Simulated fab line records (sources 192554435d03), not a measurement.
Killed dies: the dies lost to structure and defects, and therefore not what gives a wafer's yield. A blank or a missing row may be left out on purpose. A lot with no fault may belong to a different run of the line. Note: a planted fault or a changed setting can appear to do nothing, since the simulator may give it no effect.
Split-lot study    flow n5Finfet    on a route of 1938 steps: 7 lots, 39 wafers read

## THE SPLIT ITSELF
At N5_PMOS_HMC_CHANNEL_EPI_EPI_20 (deposits SiGe30, target thk 59 nm), the setting pressureTorr was moved away from the recipe's 20 Torr on 30 of the 39 wafers read, by -6.3% to +13.6%. The other wafers ran this setting at the recipe's value.

The reading comes from the split's own step.

## THE READING
SiGe30_of_PMOS_HMC_CHANNEL_EPI_EPI_20.thkNm (the simulator's own value, which no gauge read), in nm, at N5_PMOS_HMC_CHANNEL_EPI_EPI_20 (deposits SiGe30, target thk 59 nm). No usual value for it is given in the file. Here, 9 wafers ran the recipe; their average is 59.08 nm with a standard deviation of 0.37 nm.

wafer   tool, chamber at the split  pressureTorr as run, Torr  against the recipe  SiGe30_of_PMOS_HMC_CHANNEL_EPI_EPI_20.thkNm, nm  against lot-mates on the recipe
L081.1  epiRpcvd-01, 0              20                         recipe              58.58                                            -
L081.2  epiRpcvd-01, 0              20                         recipe              59.25                                            -
L081.3  epiRpcvd-01, 0              20                         recipe              58.73                                            -
L081.4  epiRpcvd-01, 0              20                         recipe              59.24                                            -
L081.5  epiRpcvd-01, 0              20                         recipe              59.72                                            -
L081.6  epiRpcvd-01, 0              20                         recipe              59.55                                            -
L085.1  epiRpcvd-01, 0              22.52                      +12.6%              62.9                                             no lot-mate on the recipe
L085.2  epiRpcvd-01, 0              22.52                      +12.6%              62.4                                             no lot-mate on the recipe
L085.3  epiRpcvd-01, 0              22.52                      +12.6%              62.18                                            no lot-mate on the recipe
L085.4  epiRpcvd-01, 0              22.52                      +12.6%              62.29                                            no lot-mate on the recipe
L085.5  epiRpcvd-01, 0              22.52                      +12.6%              61.86                                            no lot-mate on the recipe
L085.6  epiRpcvd-01, 0              22.52                      +12.6%              61.74                                            no lot-mate on the recipe
L087.1  epiRpcvd-01, 0              21.66                      +8.3%               60.93                                            no lot-mate on the recipe
L087.2  epiRpcvd-01, 0              21.66                      +8.3%               60.68                                            no lot-mate on the recipe
L087.5  epiRpcvd-01, 0              21.66                      +8.3%               60.68                                            no lot-mate on the recipe
L087.3  epiRpcvd-01, 0              21.66                      +8.3%               60.61                                            no lot-mate on the recipe
L087.4  epiRpcvd-01, 0              21.66                      +8.3%               61.48                                            no lot-mate on the recipe
L087.6  epiRpcvd-01, 0              21.66                      +8.3%               60.09                                            no lot-mate on the recipe
L089.1  epiRpcvd-01, 0              18.74                      -6.3%               57.74                                            no lot-mate on the recipe
L089.2  epiRpcvd-01, 0              18.74                      -6.3%               58                                               no lot-mate on the recipe
L089.3  epiRpcvd-01, 0              18.74                      -6.3%               57.33                                            no lot-mate on the recipe
L089.4  epiRpcvd-01, 0              18.74                      -6.3%               57.39                                            no lot-mate on the recipe
L089.5  epiRpcvd-01, 0              18.74                      -6.3%               57.65                                            no lot-mate on the recipe
L089.6  epiRpcvd-01, 0              18.74                      -6.3%               57.52                                            no lot-mate on the recipe
L093.1  epiRpcvd-04, 0              22.72                      +13.6%              61.82                                            no lot-mate on the recipe
L093.2  epiRpcvd-04, 0              22.72                      +13.6%              62.03                                            no lot-mate on the recipe
L093.3  epiRpcvd-04, 0              22.72                      +13.6%              60.88                                            no lot-mate on the recipe
L093.4  epiRpcvd-04, 0              22.72                      +13.6%              61.64                                            no lot-mate on the recipe
L093.5  epiRpcvd-04, 0              22.72                      +13.6%              61.19                                            no lot-mate on the recipe
L093.6  epiRpcvd-04, 0              22.72                      +13.6%              61.87                                            no lot-mate on the recipe
L095.2  epiRpcvd-01, 0              20                         recipe              58.75                                            -
L095.3  epiRpcvd-01, 0              20                         recipe              59.01                                            -
L095.6  epiRpcvd-01, 0              20                         recipe              58.85                                            -
L096.1  epiRpcvd-02, 0              19.1                       -4.5%               58.4                                             no lot-mate on the recipe
L096.2  epiRpcvd-02, 0              19.1                       -4.5%               57.9                                             no lot-mate on the recipe
L096.3  epiRpcvd-02, 0              19.1                       -4.5%               57.65                                            no lot-mate on the recipe
L096.4  epiRpcvd-02, 0              19.1                       -4.5%               57.99                                            no lot-mate on the recipe
L096.5  epiRpcvd-02, 0              19.1                       -4.5%               57.68                                            no lot-mate on the recipe
L096.6  epiRpcvd-02, 0              19.1                       -4.5%               57.76                                            no lot-mate on the recipe

THE FIT
A straight line over all 39 wafers: SiGe30_of_PMOS_HMC_CHANNEL_EPI_EPI_20.thkNm changes by +0.22 nm for each +1% of pressureTorr; r = +0.97; the points scatter about the line by 0.44 nm.
Too few moved wafers have a lot-mate on the recipe to fit a line with each lot's own level taken away.

## THE FILE'S OWN FIT
SiGe30_of_PMOS_HMC_CHANNEL_EPI_EPI_20.thkNm changes by +0.22 nm for each +1% of pressureTorr, r = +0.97.
